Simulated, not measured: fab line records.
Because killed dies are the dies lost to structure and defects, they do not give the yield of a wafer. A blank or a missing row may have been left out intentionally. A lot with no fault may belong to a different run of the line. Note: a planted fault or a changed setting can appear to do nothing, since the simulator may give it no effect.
fab line records | flow n5Finfet
[record] lots = 9 wafers = 27 lastDay = 18
route steps=1938 shown BEOL_M3@1016 BEOL_M4@1023 PASSIVATION@1936
lots untouched by any fault: they come from a run of this same line in which no faults occurred
startH: start of the lot's first displayed wafer, in hours after the record's first day | waitH: hours from the lot's prior step to this one | " as in the row above | L1.1+2: one row covering several wafers at once | - either no value or no given start | * or withheld: withheld | < > ~ a bound
route shown NAME@n: a module of which the file shows steps, and the number in the route of the first | usual: mean/standard deviation taken from wafers without a fault | same: alike in all rows | chamber/n: place in a boat | sites: the reading at each site | _std_site: the standard deviation of these | _edge_site: mean of outer sites minus mean of inner sites | radiusMm: for every site, how far away it sits from the centre of the wafer | mask NAME#n: copy n | behind: the tool/chamber that last shaped the wafer | hold: why the lot went on hold/how many hours it stayed there/how the hold came to an end | device: the transistor (n, p or np) that didn't switch | end of line: tests run on the same wafers once the route is complete | a step with no rows: only its recipe | killed: dies lost to structure and defects at the first sort, not the wafer's yield | map: the dies of a wafer, with x for killed, . for not killed, _ for no die there
set.NAME: the setting the step ran with; set.NAME@STEP: the setting that earlier step ran with | model.NAME: the simulator's own value behind a step, which no gauge read
a sample of lots followed through the steps of the route, with each step as a table and each wafer as a row
services: from which hour (startH, from the record's first day; less than 0 if before it) a tool's chamber was out of use, for how many hours, and why
[[steps]]
[step N5_BEOL_M3_CO_CAP_55]
[recipe] material = Co targetThkA = 20 tempC = 200 precursor = CCTBA/H2 pressureTorr = 30 timeS = 102.1
[usual] heaterPowerW = 225/19
// columns lot.wafer tool chamber startH waitH heaterPowerW
L158.1 cvdCo-02 0 176.20 0.0 250
L158.3 " 2 " " 205
L158.5 " 1 " " 250
L162.2 cvdCo-01 0 191.66 0.0 200
L162.3 " 1 " " 231
L162.4 " 1 " " 225
L161.2 cvdCo-01 1 200.29 0.0 229
L161.3 " 2 " " 214
L161.5 " 0 " " 199
L168.2 cvdCo-02 0 273.69 0.0 251
L168.3 " 1 " " 248
L168.5 " 1 " " 241
L175.2 cvdCo-02 1 275.93 0.0 241
L175.5 " 0 " " 252
L175.6 " 1 " " 238
L172.2 cvdCo-02 1 284.07 0.0 244
L172.4 " 2 " " 207
L172.6 " 1 " " 245
L171.1 cvdCo-02 0 287.28 0.0 254
L171.2 " 2 " " 212
L171.3 " 1 " " 245
L173.2 cvdCo-01 2 289.38 0.0 214
L173.3 " 0 " " 199
L173.6 " 0 " " 203
L167.1 cvdCo-01 2 290.97 0.0 212
L167.2 " 0 " " 203
L167.3 " 1 " " 229
[step N5_BEOL_M3_DEP_57]
[recipe] material = SiCN targetThkA = 80 tempC = withheld precursor = 3MS/NH3 pressureTorr = 3 rfW = 202 timeS = 14
[usual] showerheadPlenumPTorr = 3.667/0.017 throttleValvePct = 9.3/0.53
// columns lot.wafer tool chamber startH waitH showerheadPlenumPTorr throttleValvePct
L158.1 pecvd-01 2 176.32 0.0 3.634 8.4
L158.3 " 0 " " 3.695 10.3
L158.5 " 0 " " 3.694 10.3
L162.2 pecvd-04 1 191.79 0.0 3.673 9.2
L162.3 " 1 " " 3.674 8.7
L162.4 " 0 " " 3.673 9.3
L161.2 pecvd-04 1 200.40 0.0 3.688 9.3
L161.3 " 2 " " 3.653 8.7
L161.5 " 1 " " 3.675 8.9
L168.2 pecvd-01 2 273.81 0.0 3.629 8.5
L168.3 " 1 " " 3.674 9.7
L168.5 " 2 " " 3.631 8.6
L175.2 pecvd-01 0 276.04 0.0 3.691 10.1
L175.5 " 0 " " 3.691 10.2
L175.6 " 2 " " 3.632 8.6
L172.2 pecvd-01 1 284.19 0.0 3.678 9.6
L172.4 " 1 " " 3.672 9.3
L172.6 " 2 " " 3.632 8.8
L171.1 pecvd-03 2 287.40 0.0 3.669 9.1
L171.2 " 0 " " 3.679 9.5
L171.3 " 1 " " 3.653 9.3
L173.2 pecvd-03 1 289.50 0.0 3.659 9.2
L173.3 " 2 " " 3.658 9.4
L173.6 " 2 " " 3.663 9.2
L167.1 pecvd-03 2 291.09 0.0 3.666 9.2
L167.2 " 0 " " 3.672 9.5
L167.3 " 1 " " 3.660 9.6
[step N5_BEOL_M4_PECVD_72]
[recipe] material = SiO2 targetThkA = 160 tempC = 400 precursor = TEOS/O2 pressureTorr = 5.5 rfW = 450 teosFlowSccm = 53.8 gas = O2 flowSccm = 3000 timeS = 18
[usual] heaterPowerW = 737/150 showerheadPlenumPTorr = 8.78/0.082 throttleValvePct = 22.8/1.3
// columns lot.wafer tool chamber startH waitH heaterPowerW showerheadPlenumPTorr throttleValvePct
L158.1 pecvd-02 1 176.55 0.0 696 8.77 23.0
L158.3 " 2 " " 877 8.72 22.0
L158.5 " 0 " " 714 8.73 23.5
L162.2 pecvd-04 1 192.04 0.0 659 8.85 22.2
L162.3 " 0 " " 597 8.85 23.4
L162.4 " 1 " " 660 8.86 22.4
L161.2 pecvd-02 1 200.64 0.0 674 8.76 23.1
L161.3 " 0 " " 699 8.74 23.5
L161.5 " 2 " " 976 8.73 22.1
L168.2 pecvd-01 2 274.05 0.0 1105 8.64 21.6
L168.3 " 0 " " 794 8.94 25.3
L168.5 " 1 " " 719 8.82 23.3
L175.2 pecvd-01 1 276.28 0.0 673 8.82 23.4
L175.5 " 2 " " 1092 8.61 21.3
L175.6 " 0 " " 724 8.88 25.2
L172.2 pecvd-02 1 284.43 0.0 711 8.75 22.8
L172.4 " 2 " " 900 8.73 22.2
L172.6 " 1 " " 741 8.72 23.0
L171.1 pecvd-02 0 287.63 0.0 637 8.75 23.9
L171.2 " 1 " " 710 8.75 22.9
L171.3 " 0 " " 632 8.74 23.7
L173.2 pecvd-02 1 289.73 0.0 646 8.74 22.9
L173.3 " 1 " " 649 8.75 22.9
L173.6 " 0 " " 682 8.73 23.7
L167.1 pecvd-02 0 291.32 0.0 656 8.75 24.1
L167.2 " 2 " " 915 8.70 22.5
L167.3 " 1 " " 719 8.75 23.0
[step N5_BEOL_M4_INSPECT_13]
[recipe] mode = adi inspectInstrument = brightfield
[usual] rawDefectCount = 375/86
// columns lot.wafer tool chamber startH waitH rawDefectCount
L158.1 defectInspect-02 - 177.11 0.1 385
L158.3 " - " " 383
L158.5 " - " " 339
L162.2 defectInspect-01 - 192.73 0.0 307
L162.3 " - " " 327
L162.4 " - " " 331
L161.2 defectInspect-01 - 201.53 0.0 1490
L161.3 " - " " 440
L161.5 " - " " 299
L168.2 defectInspect-01 - 276.66 0.0 485
L168.3 " - " " 510
L168.5 " - " " 533
L175.2 defectInspect-01 - 278.18 0.0 273
L175.5 " - " " 251
L175.6 " - " " 290
L172.2 defectInspect-01 - 285.01 0.0 249
L172.4 " - " " 388
L172.6 " - " " 266
L171.1 defectInspect-01 - 288.31 0.1 353
L171.2 " - " " 475
L171.3 " - " " 418
L173.2 defectInspect-01 - 290.78 0.0 449
L173.3 " - " " 416
L173.6 " - " " 393
L167.1 defectInspect-02 - 295.10 0.1 396
L167.2 " - " " 373
L167.3 " - " " 432
[step N5_BEOL_M4_STRIP_66]
[recipe] chemistry = CF4 resist = SiARC powerW = 300 biasPowerW = 75 pressureMtorr = 50 cf4FlowSccm = 150 rfFrequencyHz = 6e+07
[usual] drypumpMotorCurrentA = 6.0/0.42 oesProductAu = 0.79/0.072 rfVppV = 271.2/1.8 showerheadPlenumPTorr = 1.79/0.066 throttleValvePct = 13.58/0.29
// columns lot.wafer tool chamber startH waitH drypumpMotorCurrentA oesProductAu rfHoursCounterH rfVppV showerheadPlenumPTorr throttleValvePct
L158.1 rieDiel-03 3 178.33 0.0 5.4 0.84 43 272.9 1.89 13.24
L158.3 " 1 " " 5.9 0.84 54 270.3 1.84 13.81
L158.5 " 3 " " 5.4 0.84 - 273.7 1.89 13.22
L162.2 rieDiel-02 2 193.82 0.0 6.0 0.76 140 272.4 1.87 13.48
L162.3 " 0 " " 6.4 0.71 192 268.3 1.72 13.79
L162.4 " 2 " " 6.0 0.76 - 272.6 1.87 13.49
L161.2 rieDiel-04 3 201.77 0.0 5.3 0.86 38 269.8 1.75 13.22
L161.3 " 1 " " 6.3 0.86 48 271.0 1.83 13.56
L161.5 " 2 " " 6.3 0.70 - 268.5 1.71 14.12
L168.2 rieDiel-02 2 276.90 0.0 6.0 0.74 169 273.0 1.86 13.56
L168.3 " 0 " " 6.4 0.69 224 268.7 1.71 13.84
L168.5 " 2 " " 6.0 0.74 - 272.1 1.86 13.55
L175.2 rieDiel-04 0 278.42 0.0 6.3 0.87 43 271.6 1.77 13.37
L175.5 " 2 " " 6.3 0.69 - 268.6 1.71 14.16
L175.6 " 1 " " 6.3 0.84 - 270.6 1.82 13.63
L172.2 rieDiel-04 3 285.36 0.0 5.3 0.83 66 269.9 1.74 13.28
L172.4 " 1 " " 6.3 0.84 77 269.9 1.82 13.64
L172.6 " 0 " " 6.3 0.87 - 270.5 1.77 13.36
L171.1 rieDiel-04 0 288.56 0.0 6.3 0.87 45 272.3 1.77 13.36
L171.2 " 1 " " 6.3 0.83 78 270.5 1.82 13.63
L171.3 " 3 " " 5.3 0.81 66 270.6 1.74 13.29
L173.2 rieDiel-04 3 291.03 0.0 5.3 0.82 67 271.1 1.74 13.27
L173.3 " 2 " " 6.3 0.69 240 269.5 1.71 14.16
L173.6 " 0 " " 6.3 0.86 - 269.2 1.77 13.38
L167.1 rieDiel-03 0 295.35 0.0 5.7 0.93 14 274.9 1.92 13.44
L167.2 " 3 " " 5.4 0.79 90 273.3 1.87 13.34
L167.3 " 2 " " 5.1 0.68 244 271.0 1.76 13.69
[step N5_BEOL_M4_RC_MEAS_101]
[usual] DIBL_N = 36.3/1.9 DIBL_P = 36.0/2.1 IOFF_N = 0.16/0.031 IOFF_P = 0.21/0.035 ION_N = 675/14 ION_P = 464/8.5 SS_N = 71.5/0.6 SS_P = 73.3/0.72 VT_N = 250/3.2 VT_P = -250/3.1
// columns lot.wafer tool chamber startH waitH DIBL_N[mV/V] DIBL_P[mV/V] IOFF_N[nA/um] IOFF_P[nA/um] ION_N[uA/um] ION_P[uA/um] SS_N[mV/dec] SS_P[mV/dec] VT_N[mV] VT_P[mV]
L158.1 prober-02 0 186.04 0.0 36.8 36.4 0.15 0.20 654 452 72.1 73.0 254 -254
L158.3 " 0 " " 35.1 34.4 0.13 0.18 664 455 70.7 72.6 253 -253
L158.5 " 0 " " 34.9 34.6 0.13 0.18 668 459 71.4 73.1 253 -253
L162.2 prober-01 0 202.23 0.2 33.6 31.7 0.10 0.16 667 464 70.8 71.8 257 -254
L162.3 " 0 " " 36.4 35.0 0.14 0.21 675 462 72.4 72.9 252 -248
L162.4 " 0 " " 35.0 34.1 0.12 0.20 663 462 70.9 72.1 255 -249
L161.2 prober-02 0 207.27 0.2 39.5 38.3 0.19 0.27 675 465 72.0 73.3 249 -247
L161.3 " 0 " " 39.9 38.0 0.22 0.27 672 460 72.6 73.2 247 -244
L161.5 " 0 " " 36.4 35.1 0.16 0.22 677 470 70.3 72.6 251 -247
L168.2 prober-01 0 285.25 0.2 37.7 35.8 0.17 0.22 691 473 72.6 73.5 248 -246
L168.3 " 0 " " 36.4 34.5 0.15 0.19 675 462 72.1 72.9 250 -251
L168.5 " 0 " " 37.2 34.4 0.16 0.19 676 460 72.3 72.9 251 -251
L175.2 prober-02 0 288.12 0.2 38.4 36.3 0.17 0.21 663 453 72.6 73.2 250 -250
L175.5 " 0 " " 35.6 34.7 0.12 0.19 668 464 71.1 73.2 252 -251
L175.6 " 0 " " 38.0 37.4 0.16 0.22 676 460 72.0 74.0 248 -246
L172.2 prober-02 0 307.71 0.2 37.5 35.8 0.16 0.21 694 471 71.5 74.1 249 -249
L172.4 " 0 " " 39.9 38.6 0.21 0.25 683 462 72.6 74.0 245 -247
L172.6 " 0 " " 40.5 39.5 0.24 0.27 715 481 72.2 74.0 244 -245
L171.1 prober-01 0 313.40 0.0 38.9 37.9 0.18 0.24 673 462 71.4 74.0 248 -249
L171.2 " 0 " " 36.9 34.5 0.15 0.19 673 456 71.2 73.6 249 -252
L171.3 " 0 " " 37.8 36.4 0.15 0.22 648 451 72.2 74.2 253 -252
L167.1 prober-02 0 320.06 0.0 37.1 36.4 0.16 0.20 672 461 72.1 73.9 255 -252
L167.2 " 0 " " 37.9 38.7 0.19 0.26 674 468 71.9 74.0 250 -248
L167.3 " 0 " " 36.8 35.7 0.15 0.21 676 469 71.6 73.9 251 -250
L173.2 prober-01 0 321.02 0.2 36.4 36.4 0.18 0.21 668 460 72.1 73.0 249 -249
L173.3 " 0 " " 36.8 38.3 0.19 0.24 685 466 71.9 74.0 247 -248
L173.6 " 0 " " 36.2 37.6 0.18 0.25 681 469 71.6 74.3 246 -246
[step N5_PASSIVATION_PROBE_49]
[usual] defectLimitedYield = 91.0/1.5 killed_at_M0_to_M3 = 32/9.6 killed_at_M4_up = 13/4.7 killedAtContacts = 13/7.2 killedAtFrontEnd = 44/13 killedAtOther = 4/3.4 killedDies = 106/18 killedOnRim = 14/4.2 killedOpen = 70/13 killedShort = 35/8 sort_bin_5_function = 5.3/0.97 sort_bin_6_memory = 3.4/0.73 sortNPass = 1074/18 sortYieldPct = 91.0/1.5
[same] grossDies = 1180 killedAtBackSide = 0 sort_bin_4_leakage[%] = 0 sort_bin_8_speed[%] = 0
// columns lot.wafer tool chamber startH waitH defectLimitedYield[%] killed_at_M0_to_M3 killed_at_M4_up killedAtContacts killedAtFrontEnd killedAtOther killedDies killedOnRim killedOpen killedShort sort_bin_5_function[%] sort_bin_6_memory[%] sortNPass sortYieldPct[%]
L158.1 prober-01 - 266.01 0.0 89.3 49 9 16 43 9 126 20 76 47 6.1 4.1 1054 89.3
L158.3 prober-01 - 266.11 0.1 89.3 43 11 20 37 15 126 12 80 46 6.3 3.9 1054 89.3
L158.5 prober-01 - 266.21 0.2 93.7 22 10 4 34 4 74 4 48 25 4.4 1.6 1106 93.7
L162.4 prober-02 - 278.75 0.2 92.4 27 7 11 38 7 90 15 67 23 5.1 2.3 1090 92.4
L161.2 prober-02 - 290.53 0.1 84.1 28 108 7 31 14 188 33 61 31 9.2 3.6 992 84.1
L161.3 prober-02 - 290.58 0.1 92.1 28 19 7 38 1 93 9 58 34 4.6 2.8 1087 92.1
L161.5 prober-02 - 290.68 0.2 91.3 35 18 3 45 2 103 8 60 40 4.9 3.6 1077 91.3
// killed by level:class
L158.1 BEOL_M0_SAQP:geometricParticle:open=13 BEOL_M0_SAQP:geometricParticle:short=11 BEOL_M3:geometricParticle:open=10 FIN_SAQP:geometricParticle:short=9 MOL_CONTACT_COAG:geometricParticle:open=9 STI_FIN_REVEAL:geometricParticle:open=8 MOL_CONTACT_COAG:geometricParticle:short=7 BEOL_M2:geometricParticle:open=7
L158.3 MOL_CONTACT_COAG:geometricParticle:open=15 BEOL_M0_SAQP:geometricParticle:open=12 FIN_SAQP:geometricParticle:open=11 STI_FIN_REVEAL:geometricParticle:open=9 BEOL_M0_SAQP:geometricParticle:short=9 BEOL_M3:geometricParticle:open=9 FIN_SAQP:geometricParticle:short=8 BEOL_M4:geometricParticle:open=7
L158.5 STI_FIN_REVEAL:geometricParticle:open=7 BEOL_M0_SAQP:geometricParticle:open=7 BEOL_M2:geometricParticle:open=6 STI_FIN_REVEAL:geometricParticle:short=4 GATE_CUT:geometricParticle:short=4 GATE_CUT:geometricParticle:open=4 MOL_CONTACT_COAG:geometricParticle:open=4 BEOL_M0_SAQP:geometricParticle:short=4
L162.4 STI_FIN_REVEAL:geometricParticle:open=10 MOL_CONTACT_COAG:geometricParticle:open=7 BEOL_M2:geometricParticle:open=7 BEOL_M1:geometricParticle:open=7 DUMMY_GATE:geometricParticle:open=4 MOL_CONTACT_COAG:geometricParticle:short=4 BEOL_M3:geometricParticle:open=4 STARTING-WAFER:geometricParticle:open=4
L161.2 BEOL_M4:unspecified=94 BEOL_M0_SAQP:geometricParticle:open=10 BEOL_M0_SAQP:geometricParticle:short=10 BEOL_M4:geometricParticle:open=8 STI_FIN_REVEAL:geometricParticle:open=7 FIN_SAQP:geometricParticle:open=5 PASS1_CAP:geometricParticle:open=5 DUMMY_GATE:geometricParticle:open=4
L161.3 BEOL_M4:geometricParticle:open=11 BEOL_M0_SAQP:geometricParticle:open=9 FIN_SAQP:geometricParticle:short=8 BEOL_M0_SAQP:geometricParticle:short=8 MOL_CONTACT_COAG:geometricParticle:open=7 FIN_SAQP:geometricParticle:open=5 STI_FIN_REVEAL:geometricParticle:open=5 DUMMY_GATE:geometricParticle:open=5
L161.5 FIN_SAQP:geometricParticle:short=11 BEOL_M2:geometricParticle:open=9 DUMMY_GATE:geometricParticle:open=8 BEOL_M4:geometricParticle:open=8 FIN_SAQP:geometricParticle:open=7 GATE_CUT:geometricParticle:short=7 STI_FIN_REVEAL:geometricParticle:open=6 BEOL_M0_SAQP:geometricParticle:short=6
[[services]]
// columns tool chamber startH hours kind
rieDiel-04 - 153.03 28.1 pm
pecvd-02 - 153.90 0.6 repair
pecvd-01 - 157.17 2.1 repair
pecvd-03 0 158.99 5.5 scheduledDown
rieDiel-02 1 162.01 21.4 repair
cvdCo-01 - 177.96 0.5 repair
rieDiel-02 3 179.16 26.0 repair
cvdCo-02 - 180.74 0.7 repair
rieDiel-04 - 181.13 14.6 pm
pecvd-02 - 191.55 2.8 pm
pecvd-04 2 191.56 2.1 scheduledDown
pecvd-04 2 202.38 - clean
pecvd-04 2 202.38 - consumableReplace:showerhead
pecvd-04 2 202.38 29.0 scheduledDown
pecvd-01 0 210.55 5.5 scheduledDown
pecvd-01 2 216.01 5.5 scheduledDown
cvdCo-01 0 228.17 7.7 repair
pecvd-02 0 231.36 2.1 scheduledDown
pecvd-01 2 233.55 2.1 scheduledDown
pecvd-02 1 236.93 5.5 scheduledDown
rieDiel-03 - 246.82 1.1 repair
rieDiel-04 0 253.23 8.6 repair
rieDiel-04 - 273.54 1.3 repair
pecvd-02 0 279.40 5.5 scheduledDown
[[key]]
[firstSign] step = N5_BEOL_M4_INSPECT_13 reading = rawDefectCount direction = up sigmas = 13 usual = 375 struck = 1490
[effect] step = N5_PASSIVATION_PROBE_49 reading = killed_at_M4_up direction = up sigmas = 20 usual = 13 struck = 108
[moreKillsBornAt] N5_BEOL_M4_PECVD_72@pecvd-02 = 93
metAt N5_BEOL_M4_PECVD_72
struckLots L161
struckWafers L161.2
notActingAt N5_BEOL_M3_CO_CAP_55,N5_BEOL_M3_DEP_57,N5_BEOL_M4_STRIP_66
onsetBetween 176.55 200.64
[fault] kind = chamberParticleSource tool = pecvd-02 chamber = 1 onsetH = 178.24 steps = N5_BEOL_M4_PECVD_72 ratePerVisitCm2 = 1.7893 endH = 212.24
